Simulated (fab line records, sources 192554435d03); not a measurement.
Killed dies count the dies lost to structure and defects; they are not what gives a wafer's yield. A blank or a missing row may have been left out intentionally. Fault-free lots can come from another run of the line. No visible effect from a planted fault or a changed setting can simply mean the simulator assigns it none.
fab line records -- flow n5-finfet
record lots=7, wafers=39
route steps=1938 shown WELL_APT@41 FIN_SAQP@100 SD_EPI_N@269 HKMG_FIN@401 BEOL_M0_SAQP@648 BEOL_M1@800 BEOL_M3@931 BEOL_M6@1239 BEOL_M9@1405 BEOL_M10@1533 BEOL_M12@1637 MIM_TOP@1838 PASSIVATION@1930
start-h: start of the lot's first displayed wafer, in hours after the record's first day -- wait-h: hours since the lot's step before -- " same as the row above -- L1.1+2: a row that stands for several wafers -- - no value, or no start given -- * or withheld: withheld -- < > ~ a bound
route shown NAME@n: names a module that has steps shown in the file, with the first one's number in the route -- usual: mean and standard deviation over wafers with no fault -- same: alike in all rows -- chamber/n: place in a boat -- sites: each site's reading -- _std_site: standard deviation across them -- _edge_site: outer sites' mean less inner sites' -- radius-mm: how far each site lies from the wafer's centre -- mask NAME#n: copy n -- behind: the tool/chamber that last shaped the wafer -- hold: what put the lot on hold/how long, in hours/how the hold closed -- device: names the non-switching transistor (n, p or np) -- end of line: tests run on the same wafers once the route is complete -- for a step that has no rows: nothing shown but its recipe -- killed: at the first sort, the dies lost to defects and structure; wafer yield is something else -- map: a wafer's dies, marking killed ones x, the rest . and places with no die _
set.NAME: the setting as run; set.NAME@STEP: as run at that earlier step -- model.NAME: the simulator's own value behind a step, which no gauge read
lots run with intentionally changed settings; tables by step, rows by wafer
## steps
# step N5_WELL_APT_DEVELOP_24
# recipe develop-time-s=45, rinse-liquid=surfactant-rinse, dry=air-spin, dev-temp-c=21
# step N5_FIN_SAQP_PECVD_06
# recipe material=a-Si, target-thk-a=600, temp-c=400, precursor=SiH4/He, pressure-torr=3, rf-w=100, time-s=48.1
# step N5_SD_EPI_N_DEVELOP_08
# recipe develop-time-s=30, developer=TMAH, resist=CAR-ArF-block, dev-temp-c=23, rinse-liquid=diw, dry=air-spin
# step N5_HKMG_FIN_DESCUM_53
# recipe chemistry=O2, time-s=7.9, source-power-w=50, bias-power-w=20, pressure-mtorr=20, rf-frequency-hz=2.712e+07, temp-c=40, resist=CAR-ArF, o2-flow-sccm=225
# step N5_BEOL_M0_SAQP_DEVELOP_13
# recipe develop-time-s=30, developer=TMAH, resist=CAR-ArF, dev-temp-c=23, rinse-liquid=diw, dry=air-spin
# step N5_BEOL_M1_TRENCH_ETCH_37
# recipe chemistry=C4F6/O2, target-depth-a=552.07, target=SiOC, time-s=29, ion-energy-ev=250, pressure-mtorr=30, source-w=355, bias-w=185, Ar_flow_sccm=300, C4F6_flow_sccm=10, O2_flow_sccm=10
# step N5_BEOL_M3_ILD_DEP_00
# recipe material=SiOC, target-thk-a=790, temp-c=350, precursor=DEMS/O2, pressure-torr=5, rf-w=500, time-s=15.3
# step N5_BEOL_M3_CVD_47
# recipe material=Co, target-thk-a=30, temp-c=withheld, precursor=CCTBA/H2, pressure-torr=30, time-s=223.8
# step N5_BEOL_M6_TRENCH_ETCH_37
# recipe chemistry=C4F6/O2, target-depth-a=944.35, target=SiCOH_lowk, time-s=31.5, ion-energy-ev=250, pressure-mtorr=30, source-w=345, bias-w=185, Ar_flow_sccm=300, C4F6_flow_sccm=10, O2_flow_sccm=10
# step N5_BEOL_M9_HM_DEP_02
# recipe material=TiN, target-thk-a=200, temp-c=25, chamber-pressure-pa=0.49996
# step N5_BEOL_M10_DEP_56
# recipe material=SiCN, target-thk-a=150, temp-c=withheld, precursor=3MS/NH3, pressure-torr=3, rf-w=202, time-s=26.5
# step N5_BEOL_M12_ETCH_68
# recipe chemistry=N2/H2, target=SOC, mask-material=SiARC, source-w=3000, bias-w=350, temp-c=40, time-s=285, ion-energy-ev=200, pressure-mtorr=30, n2-flow-sccm=200, h2-flow-sccm=200
# step N5_MIM_TOP_SPUTTER_03
# recipe material=TiN, target-thk-a=350, temp-c=200, power-w=3000, chamber-pressure-pa=0.49996, gas=Ar, reactive-partial-pa=0.37997, time-s=89.7
# step N5_PASSIVATION_ETCH_54
# recipe chemistry=CHF3/O2, target=SiO2, target-depth-a=8800, CHF3_flow_sccm=50, O2_flow_sccm=5, Ar_flow_sccm=200, time-s=440, mask-material=PR, pressure-mtorr=30, source-w=650, bias-w=170, ion-energy-ev=200
# step N5_PASSIVATION_PROBE_49
# usual defect-limited-yield=91.1/1.3, killed-dies=106/15, killed-on-rim=14/3.7, sort-n-pass=1074/15
lot.wafer,tool,chamber,start-h,wait-h,set.develop-time-s@WELL_APT_DEVELOP_24,set.time-s@FIN_SAQP_PECVD_06,set.develop-time-s@SD_EPI_N_DEVELOP_08,set.time-s@HKMG_FIN_DESCUM_53,set.develop-time-s@BEOL_M0_SAQP_DEVELOP_13,set.target-depth-a@BEOL_M1_TRENCH_ETCH_37,set.time-s@BEOL_M3_ILD_DEP_00,set.target-thk-a@BEOL_M3_CVD_47,set.target-depth-a@BEOL_M6_TRENCH_ETCH_37,set.target-thk-a@BEOL_M9_HM_DEP_02,set.target-thk-a@BEOL_M10_DEP_56,set.time-s@BEOL_M12_ETCH_68,set.target-thk-a@MIM_TOP_SPUTTER_03,set.target-depth-a@PASSIVATION_ETCH_54,defect-limited-yield[%],killed-dies,killed-on-rim,sort-n-pass
L078.1,prober-02,-,293.44,0.0,45,48.1,30,7.9,30,444.4,15.3,30,944.35,107.1,203.7,285,507.6,8800,0,1180,152,0
L078.2,prober-02,-,293.49,0.1,30.98,65.03,30,5.849,39,552.07,15.3,30,944.35,107.1,150,285,350,8800,92.5,88,12,1092
L078.3,prober-02,-,293.54,0.1,30.98,65.03,30,7.9,30,552.07,15.3,30,528.7,107.1,150,285,507.6,8800,0,1180,152,0
L078.4,prober-02,-,293.59,0.2,30.98,48.1,13.82,5.849,30,444.4,15.3,30,528.7,200,203.7,285,350,8800,60.3,469,41,711
L078.5,prober-02,-,293.64,0.2,45,48.1,13.82,5.849,39,552.07,15.3,30,528.7,200,203.7,285,350,8800,65.5,407,51,773
L078.6,prober-02,-,293.69,0.3,45,65.03,13.82,7.9,39,444.4,15.3,30,944.35,200,150,285,507.6,8800,0,1180,152,0
L079.1,prober-01,-,293.44,0.0,45,48.1,30,7.9,30,552.07,15.3,30,944.35,200,150,285,350,8800,92.1,93,10,1087
L079.3,prober-01,-,293.54,0.1,45,48.1,30,7.9,30,552.07,15.3,30,944.35,200,150,285,350,8800,91.7,98,14,1082
L079.4,prober-01,-,293.59,0.2,45,48.1,30,7.9,30,552.07,15.3,30,944.35,200,150,285,350,8800,91.4,102,8,1078
L080.1,prober-02,-,295.59,0.0,45,48.1,30,7.9,39.68,438.9,20.46,16.95,1171,200,150,180.3,350,4044,0,1180,152,0
L080.2,prober-02,-,295.64,0.1,68.4,26.94,30,7.9,30,438.9,15.3,16.95,1171,200,80.11,285,350,4044,0,1180,152,0
L080.3,prober-02,-,295.69,0.1,45,48.1,30,7.9,39.68,552.07,15.3,16.95,944.35,200,150,285,350,8800,93.1,81,10,1099
L080.4,prober-02,-,295.74,0.2,68.4,26.94,30,7.9,39.68,552.07,15.3,30,1171,200,150,180.3,350,8800,91.4,101,11,1079
L080.5,prober-02,-,295.79,0.2,68.4,48.1,30,7.9,30,552.07,20.46,30,944.35,200,80.11,180.3,350,8800,38.6,724,19,456
L080.6,prober-02,-,295.84,0.3,45,26.94,30,7.9,30,438.9,20.46,30,944.35,200,80.11,285,350,4044,0,1180,152,0
L089.1,prober-01,-,348.75,0.0,45,48.1,30,11.55,30,834.7,15.3,30,944.35,140.1,217.9,285,350,3992,0,1180,152,0
L089.2,prober-01,-,348.80,0.1,45,48.1,38.16,11.55,30,552.07,23.47,30,1331,140.1,217.9,203.2,350,8800,0,1180,152,0
L089.3,prober-01,-,348.85,0.1,35.19,48.1,30,7.9,30,834.7,23.47,46.68,1331,140.1,150,203.2,350,3992,0,1180,152,0
L089.4,prober-01,-,348.90,0.2,35.19,48.1,30,7.9,30,552.07,15.3,30,1331,200,150,285,350,3992,0,1180,152,0
L089.5,prober-01,-,348.95,0.2,35.19,48.1,38.16,11.55,30,552.07,15.3,46.68,944.35,200,150,203.2,350,8800,86.4,160,12,1020
L089.6,prober-01,-,349.00,0.3,45,48.1,38.16,7.9,30,834.7,23.47,46.68,944.35,200,217.9,285,350,8800,0,1180,152,0
L090.1,prober-02,-,351.56,0.0,45,76.56,30,7.9,30,640.8,15.3,22.3,944.35,200,150,370.2,224.4,8800,6.7,1101,146,79
L090.2,prober-02,-,351.61,0.1,32.99,48.1,18.62,7.9,30,640.8,15.3,22.3,944.35,200,216.9,285,224.4,8800,88.8,132,17,1048
L090.3,prober-02,-,351.66,0.1,45,76.56,30,7.9,40.42,552.07,15.3,22.3,944.35,200,216.9,285,350,8800,1.8,1159,148,21
L090.4,prober-02,-,351.71,0.2,32.99,76.56,18.62,7.9,40.42,552.07,15.3,30,944.35,200,150,370.2,350,8800,0.2,1178,152,2
L090.5,prober-02,-,351.76,0.2,32.99,48.1,30,7.9,30,552.07,15.3,30,944.35,200,150,285,224.4,8800,90.8,109,13,1071
L090.6,prober-02,-,351.81,0.3,45,48.1,18.62,7.9,40.42,640.8,15.3,30,944.35,200,216.9,370.2,350,8800,87.6,146,14,1034
L093.1,prober-02,-,406.72,0.0,24.35,48.1,39.15,7.9,30,552.07,15.3,30,674.6,200,124.6,162.5,461.6,8800,0,1180,152,0
L093.2,prober-02,-,406.77,0.1,45,48.1,39.15,5.501,30,782.7,15.3,30,944.35,200,150,285,461.6,8800,0,1180,152,0
L093.3,prober-02,-,406.82,0.1,24.35,48.1,39.15,7.9,30,782.7,15.3,35.76,944.35,200,124.6,285,350,8800,79.5,242,23,938
L093.4,prober-02,-,406.87,0.2,45,48.1,30,7.9,30,552.07,15.3,35.76,944.35,296.5,150,162.5,461.6,8800,0,1180,152,0
L093.5,prober-02,-,406.92,0.2,45,48.1,30,5.501,30,782.7,15.3,35.76,674.6,296.5,124.6,162.5,350,8800,16.8,982,80,198
L093.6,prober-02,-,406.97,0.3,24.35,48.1,30,5.501,30,552.07,15.3,30,674.6,296.5,150,285,350,8800,12.2,1036,151,144
L095.1,prober-02,-,413.25,0.0,45,48.1,30,7.9,30,552.07,19.49,30,1328,200,99.21,285,350,8800,86.5,159,28,1021
L095.2,prober-02,-,413.30,0.1,45,48.1,30,9.741,43.38,552.07,19.49,30,1328,200,150,285,278.7,5206,0,1180,152,0
L095.3,prober-02,-,413.35,0.1,45,70.66,30,9.741,30,552.07,15.3,30,944.35,259.3,99.21,285,278.7,8800,73.6,311,37,869
L095.4,prober-02,-,413.40,0.2,45,70.66,30,7.9,30,272,15.3,30,1328,259.3,150,285,350,5206,0,1180,152,0
L095.5,prober-02,-,413.45,0.2,45,48.1,30,7.9,43.38,272,15.3,30,944.35,200,99.21,285,350,5206,0,1180,152,0
L095.6,prober-02,-,413.50,0.3,45,70.66,30,9.741,43.38,272,19.49,30,944.35,259.3,150,285,278.7,8800,62.0,448,85,732
# killed by level:class
L078.1 MIM_TOP:area-sputter=1069 MOL_CONTACT_COAG:geometric-particle:open=15 BEOL_M0_SAQP:geometric-particle:open=11 STI_FIN_REVEAL:geometric-particle:open=9 BEOL_M0_SAQP:geometric-particle:short=9 FIN_SAQP:geometric-particle:open=7 GATE_CUT:geometric-particle:short=7 FIN_SAQP:geometric-particle:short=5
L079.1 BEOL_M1:geometric-particle:open=12 MOL_CONTACT_COAG:geometric-particle:open=10 BEOL_M0_SAQP:geometric-particle:short=10 STI_FIN_REVEAL:geometric-particle:open=9 BEOL_M0_SAQP:geometric-particle:open=7 SPACER0:geometric-particle:short=6 BEOL_M3:geometric-particle:open=5 BEOL_M4:geometric-particle:open=5
L078.2 BEOL_M0_SAQP:geometric-particle:open=11 MOL_CONTACT_COAG:geometric-particle:open=8 BEOL_M0_SAQP:geometric-particle:short=6 BEOL_M2:geometric-particle:open=5 GATE_CUT:geometric-particle:short=4 PASS1_CAP:geometric-particle:open=4 FIN_SAQP:geometric-particle:short=3 STI_FIN_REVEAL:geometric-particle:open=3
L078.3 MIM_TOP:area-sputter=817 BEOL_M6:area-ecd=277 FIN_SAQP:geometric-particle:short=10 STI_FIN_REVEAL:geometric-particle:open=9 FIN_SAQP:geometric-particle:open=8 BEOL_M0_SAQP:geometric-particle:short=7 MOL_CONTACT_COAG:geometric-particle:open=6 BEOL_M0_SAQP:geometric-particle:open=5
L079.3 MOL_CONTACT_COAG:geometric-particle:open=11 BEOL_M0_SAQP:geometric-particle:open=11 STI_FIN_REVEAL:geometric-particle:open=8 BEOL_M0_SAQP:geometric-particle:short=7 DUMMY_GATE:geometric-particle:open=6 BEOL_M3:geometric-particle:open=6 BEOL_M3:geometric-particle:short=6 BEOL_M2:geometric-particle:open=5
L078.4 BEOL_M6:area-ecd=362 MOL_CONTACT_COAG:geometric-particle:open=14 FIN_SAQP:geometric-particle:short=8 BEOL_M5:geometric-particle:open=8 BEOL_M2:geometric-particle:open=7 BEOL_M0_SAQP:geometric-particle:short=6 BEOL_M3:geometric-particle:short=6 BEOL_M0:geometric-particle:open=5
L079.4 BEOL_M3:geometric-particle:short=12 BEOL_M0_SAQP:geometric-particle:open=9 BEOL_M1:geometric-particle:open=7 BEOL_M3:geometric-particle:open=7 FIN_SAQP:geometric-particle:short=6 BEOL_M4:geometric-particle:open=6 FIN_SAQP:geometric-particle:open=5 MOL_CONTACT_COAG:geometric-particle:open=5
L078.5 BEOL_M6:area-ecd=290 FIN_SAQP:geometric-particle:open=12 BEOL_M0_SAQP:geometric-particle:short=12 BEOL_M2:geometric-particle:open=10 GATE_CUT:geometric-particle:short=8 BEOL_M0:geometric-particle:open=7 BEOL_M4:geometric-particle:open=7 BEOL_M0_SAQP:geometric-particle:open=6
L078.6 MIM_TOP:area-sputter=1080 MOL_CONTACT_COAG:geometric-particle:open=13 STI_FIN_REVEAL:geometric-particle:open=9 BEOL_M0:geometric-particle:open=8 FIN_SAQP:area-etch=8 DUMMY_GATE:geometric-particle:open=6 BEOL_M0_SAQP:geometric-particle:short=6 FIN_SAQP:geometric-particle:open=5
L080.1 BEOL_M3:area-dep=552 PASSIVATION:area-etch=512 FIN_SAQP:geometric-particle:open=18 MOL_CONTACT_COAG:geometric-particle:open=15 STI_FIN_REVEAL:geometric-particle:open=10 FIN_SAQP:geometric-particle:short=8 DUMMY_GATE:geometric-particle:open=7 BEOL_M0_SAQP:geometric-particle:short=6
L080.2 PASSIVATION:area-etch=1071 STI_FIN_REVEAL:geometric-particle:open=12 FIN_SAQP:geometric-particle:short=11 MOL_CONTACT_COAG:geometric-particle:open=11 BEOL_M4:geometric-particle:open=11 FIN_SAQP:geometric-particle:open=6 BEOL_M0_SAQP:geometric-particle:short=6 STARTING-WAFER:geometric-particle:open=5
L080.3 STI_FIN_REVEAL:geometric-particle:open=19 BEOL_M0_SAQP:geometric-particle:open=9 FIN_SAQP:geometric-particle:open=6 FIN_SAQP:geometric-particle:short=5 STI_FIN_REVEAL:geometric-particle:short=5 MOL_CONTACT_COAG:geometric-particle:open=4 GATE_CUT:geometric-particle:open=3 GATE_CUT:geometric-particle:short=3
L080.4 STI_FIN_REVEAL:geometric-particle:open=16 BEOL_M2:geometric-particle:open=14 MOL_CONTACT_COAG:geometric-particle:open=10 FIN_SAQP:geometric-particle:short=5 BEOL_M0_SAQP:geometric-particle:short=5 STARTING-WAFER:geometric-particle:short=4 STARTING-WAFER:geometric-particle:open=4 FIN_SAQP:geometric-particle:open=3
L080.5 BEOL_M3:area-dep=619 STI_FIN_REVEAL:geometric-particle:open=14 MOL_CONTACT_COAG:geometric-particle:open=11 BEOL_M0_SAQP:geometric-particle:short=9 BEOL_M0_SAQP:geometric-particle:open=8 DUMMY_GATE:geometric-particle:open=7 FIN_SAQP:geometric-particle:short=6 FIN_SAQP:geometric-particle:open=5
L080.6 PASSIVATION:area-etch=543 BEOL_M3:area-dep=527 MOL_CONTACT_COAG:geometric-particle:open=17 STI_FIN_REVEAL:geometric-particle:open=11 FIN_SAQP:geometric-particle:short=9 FIN_SAQP:geometric-particle:open=8 BEOL_M0_SAQP:geometric-particle:open=8 BEOL_M0:geometric-particle:open=7
L089.1 BEOL_M1:area-etch=781 PASSIVATION:area-etch=285 STI_FIN_REVEAL:geometric-particle:open=18 BEOL_M0_SAQP:geometric-particle:short=13 MOL_CONTACT_COAG:geometric-particle:open=12 BEOL_M0_SAQP:geometric-particle:open=10 BEOL_M1:geometric-particle:open=9 DUMMY_GATE:geometric-particle:open=6
L089.2 BEOL_M3:area-dep=1055 MOL_CONTACT_COAG:geometric-particle:open=14 BEOL_M0_SAQP:geometric-particle:short=12 BEOL_M0_SAQP:geometric-particle:open=12 BEOL_M1:geometric-particle:open=9 STI_FIN_REVEAL:geometric-particle:open=8 FIN_SAQP:geometric-particle:short=7 BEOL_M3:geometric-particle:open=6
L089.3 BEOL_M1:area-etch=868 BEOL_M3:area-dep=185 MOL_CONTACT_COAG:geometric-particle:open=18 BEOL_M1:geometric-particle:open=18 BEOL_M3:geometric-particle:open=9 STI_FIN_REVEAL:geometric-particle:open=8 BEOL_M0_SAQP:geometric-particle:open=7 STI_FIN_REVEAL:geometric-particle:short=5
L089.4 PASSIVATION:area-etch=1050 MOL_CONTACT_COAG:geometric-particle:open=19 STI_FIN_REVEAL:geometric-particle:open=18 BEOL_M1:geometric-particle:open=14 FIN_SAQP:geometric-particle:open=9 FIN_SAQP:geometric-particle:short=9 BEOL_M0_SAQP:geometric-particle:short=8 BEOL_M0_SAQP:geometric-particle:open=7
L089.5 BEOL_M1:geometric-particle:short=19 BEOL_M1:geometric-particle:open=18 STI_FIN_REVEAL:geometric-particle:open=16 MOL_CONTACT_COAG:geometric-particle:open=15 BEOL_M0_SAQP:geometric-particle:open=10 BEOL_M3:area-ecd=10 BEOL_M0_SAQP:geometric-particle:short=9 FIN_SAQP:geometric-particle:short=8
L089.6 BEOL_M1:area-etch=565 BEOL_M3:area-dep=491 BEOL_M1:geometric-particle:open=21 MOL_CONTACT_COAG:geometric-particle:open=18 STI_FIN_REVEAL:geometric-particle:open=12 BEOL_M0_SAQP:geometric-particle:short=9 BEOL_M0_SAQP:geometric-particle:open=7 FIN_SAQP:geometric-particle:short=6
L090.1 FIN_SAQP:area-etch=1003 MOL_CONTACT_COAG:geometric-particle:open=16 MIM_TOP:geometric-particle:open=7 FIN_SAQP:geometric-particle:open=6 FIN_SAQP:geometric-particle:short=6 BEOL_M2:geometric-particle:open=6 BEOL_M4:geometric-particle:open=6 BEOL_M1:geometric-particle:open=5
L090.2 MOL_CONTACT_COAG:geometric-particle:open=21 FIN_SAQP:geometric-particle:open=11 STI_FIN_REVEAL:geometric-particle:open=11 BEOL_M4:geometric-particle:open=11 FIN_SAQP:geometric-particle:short=6 MOL_CONTACT_COAG:geometric-particle:short=6 BEOL_M3:geometric-particle:open=6 BEOL_M5:geometric-particle:open=6
L090.3 FIN_SAQP:area-etch=1054 MOL_CONTACT_COAG:geometric-particle:open=16 BEOL_M4:geometric-particle:open=11 BEOL_M0_SAQP:geometric-particle:open=8 BEOL_M3:geometric-particle:open=7 BEOL_M0_SAQP:geometric-particle:short=5 BEOL_M0:geometric-particle:open=5 STARTING-WAFER:geometric-particle:open=5
L090.4 FIN_SAQP:area-etch=1047 BEOL_M4:geometric-particle:open=11 MOL_CONTACT_COAG:geometric-particle:open=10 BEOL_M3:geometric-particle:open=10 STI_FIN_REVEAL:geometric-particle:open=9 BEOL_M0_SAQP:geometric-particle:short=8 BEOL_M2:geometric-particle:open=7 STARTING-WAFER:geometric-particle:short=7
L090.5 MOL_CONTACT_COAG:geometric-particle:open=10 STI_FIN_REVEAL:geometric-particle:open=9 BEOL_M4:geometric-particle:open=9 BEOL_M3:geometric-particle:open=7 BEOL_M0_SAQP:geometric-particle:open=6 BEOL_M0_SAQP:geometric-particle:short=6 BEOL_M1:geometric-particle:open=6 BEOL_M0:geometric-particle:open=5
L090.6 MOL_CONTACT_COAG:geometric-particle:open=30 STI_FIN_REVEAL:geometric-particle:open=14 FIN_SAQP:geometric-particle:open=12 BEOL_M4:geometric-particle:open=12 FIN_SAQP:geometric-particle:short=9 MOL_CONTACT_COAG:geometric-particle:short=8 BEOL_M3:geometric-particle:open=8 DUMMY_GATE:geometric-particle:open=6
L093.1 MIM_TOP:area-sputter=1078 BEOL_M0_SAQP:geometric-particle:open=14 BEOL_M5:geometric-particle:open=11 BEOL_M3:geometric-particle:open=9 STARTING-WAFER:geometric-particle:short=8 STI_FIN_REVEAL:geometric-particle:open=7 BEOL_M0_SAQP:geometric-particle:short=6 BEOL_M1:geometric-particle:open=6
L093.2 MIM_TOP:area-sputter=630 BEOL_M1:area-etch=434 BEOL_M0_SAQP:geometric-particle:open=13 BEOL_M0_SAQP:geometric-particle:short=11 BEOL_M2:geometric-particle:open=10 BEOL_M5:geometric-particle:open=10 GATE_CUT:geometric-particle:short=9 BEOL_M1:geometric-particle:open=9
L093.3 BEOL_M1:area-etch=137 BEOL_M3:geometric-particle:open=12 BEOL_M1:geometric-particle:open=8 BEOL_M0_SAQP:geometric-particle:short=8 BEOL_M2:geometric-particle:open=8 BEOL_M4:geometric-particle:open=6 STI_FIN_REVEAL:geometric-particle:open=5 GATE_CUT:geometric-particle:short=5
L093.4 BEOL_M9:area-open=928 MIM_TOP:area-sputter=147 BEOL_M0_SAQP:geometric-particle:short=16 BEOL_M0_SAQP:geometric-particle:open=11 BEOL_M3:geometric-particle:open=8 MOL_CONTACT_COAG:geometric-particle:open=8 BEOL_M5:geometric-particle:open=7 BEOL_M1:geometric-particle:open=6
L093.5 BEOL_M9:area-open=829 BEOL_M1:area-etch=66 BEOL_M0_SAQP:geometric-particle:short=9 STI_FIN_REVEAL:geometric-particle:open=7 MOL_CONTACT_COAG:geometric-particle:open=7 BEOL_M2:geometric-particle:open=6 GATE_CUT:geometric-particle:short=4 BEOL_M1:geometric-particle:open=4
L093.6 BEOL_M9:area-open=936 BEOL_M0_SAQP:geometric-particle:open=12 STI_FIN_REVEAL:geometric-particle:open=8 MOL_CONTACT_COAG:geometric-particle:open=8 BEOL_M1:geometric-particle:open=8 FIN_SAQP:geometric-particle:short=6 BEOL_M0_SAQP:geometric-particle:short=6 BEOL_M2:geometric-particle:open=5
L095.1 MOL_CONTACT_COAG:geometric-particle:open=23 BEOL_M0_SAQP:geometric-particle:short=12 BEOL_M3:area-dep=10 BEOL_M0_SAQP:geometric-particle:open=8 BEOL_M3:geometric-particle:open=8 FIN_SAQP:geometric-particle:open=7 FIN_SAQP:geometric-particle:short=7 BEOL_M1:geometric-particle:open=7
L095.2 PASSIVATION:area-etch=1063 BEOL_M6:area-etch=19 BEOL_M0_SAQP:geometric-particle:open=16 FIN_SAQP:geometric-particle:short=10 STI_FIN_REVEAL:geometric-particle:open=8 BEOL_M1:geometric-particle:open=8 MOL_CONTACT_COAG:geometric-particle:open=7 STI_FIN_REVEAL:geometric-particle:short=6
L095.3 FIN_SAQP:area-etch=182 STI_FIN_REVEAL:geometric-particle:open=14 FIN_SAQP:geometric-particle:short=12 BEOL_M0_SAQP:geometric-particle:short=11 BEOL_M0_SAQP:geometric-particle:open=10 BEOL_M2:geometric-particle:open=10 FIN_SAQP:geometric-particle:open=9 BEOL_M1:geometric-particle:open=8
L095.4 PASSIVATION:area-etch=843 FIN_SAQP:area-etch=216 BEOL_M0_SAQP:geometric-particle:short=14 MOL_CONTACT_COAG:geometric-particle:open=13 FIN_SAQP:geometric-particle:open=12 FIN_SAQP:geometric-particle:short=10 STI_FIN_REVEAL:geometric-particle:open=9 BEOL_M0_SAQP:geometric-particle:open=8
L095.5 BEOL_M1:area-etch=1049 STI_FIN_REVEAL:geometric-particle:open=14 BEOL_M0_SAQP:geometric-particle:open=13 FIN_SAQP:geometric-particle:short=10 BEOL_M0_SAQP:geometric-particle:short=9 MOL_CONTACT_COAG:geometric-particle:open=8 BEOL_M1:geometric-particle:open=8 GATE_CUT:geometric-particle:open=7
L095.6 FIN_SAQP:area-etch=332 MOL_CONTACT_COAG:geometric-particle:open=16 BEOL_M0_SAQP:geometric-particle:short=12 BEOL_M3:area-dep=11 BEOL_M0_SAQP:geometric-particle:open=8 BEOL_M1:geometric-particle:open=8 BEOL_M2:geometric-particle:open=8 BEOL_M3:geometric-particle:short=6
## key
split step=N5_WELL_APT_DEVELOP_24, setting=develop-time-s, stated-as=45
response none clear
split step=N5_FIN_SAQP_PECVD_06, setting=time-s, stated-as=48.1
response none clear
split step=N5_SD_EPI_N_DEVELOP_08, setting=develop-time-s, stated-as=30
response none clear
split step=N5_HKMG_FIN_DESCUM_53, setting=time-s, stated-as=7.9
response none clear
split step=N5_BEOL_M0_SAQP_DEVELOP_13, setting=develop-time-s, stated-as=30
response none clear
split step=N5_BEOL_M1_TRENCH_ETCH_37, setting=target-depth-a, stated-as=552.07
response none clear
split step=N5_BEOL_M3_ILD_DEP_00, setting=time-s, stated-as=15.3
response none clear
split step=N5_BEOL_M3_CVD_47, setting=target-thk-a, stated-as=30
response none clear
split step=N5_BEOL_M6_TRENCH_ETCH_37, setting=target-depth-a, stated-as=944.35
response none clear
split step=N5_BEOL_M9_HM_DEP_02, setting=target-thk-a, stated-as=200
response none clear
split step=N5_BEOL_M10_DEP_56, setting=target-thk-a, stated-as=150
response none clear
split step=N5_BEOL_M12_ETCH_68, setting=time-s, stated-as=285
response none clear
split step=N5_MIM_TOP_SPUTTER_03, setting=target-thk-a, stated-as=350
response none clear
split step=N5_PASSIVATION_ETCH_54, setting=target-depth-a, stated-as=8800
response step=N5_PASSIVATION_PROBE_49, reading=sort-n-pass, slope=+17.4, per=1%, together-with=all, explained=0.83
response step=N5_PASSIVATION_PROBE_49, reading=defect-limited-yield, slope=+1.48, per=1%, together-with=all, explained=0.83
response step=N5_PASSIVATION_PROBE_49, reading=killed-dies, slope=-17.4, per=1%, together-with=all, explained=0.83
response step=N5_PASSIVATION_PROBE_49, reading=killed-on-rim, slope=-2.29, per=1%, together-with=all, explained=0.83
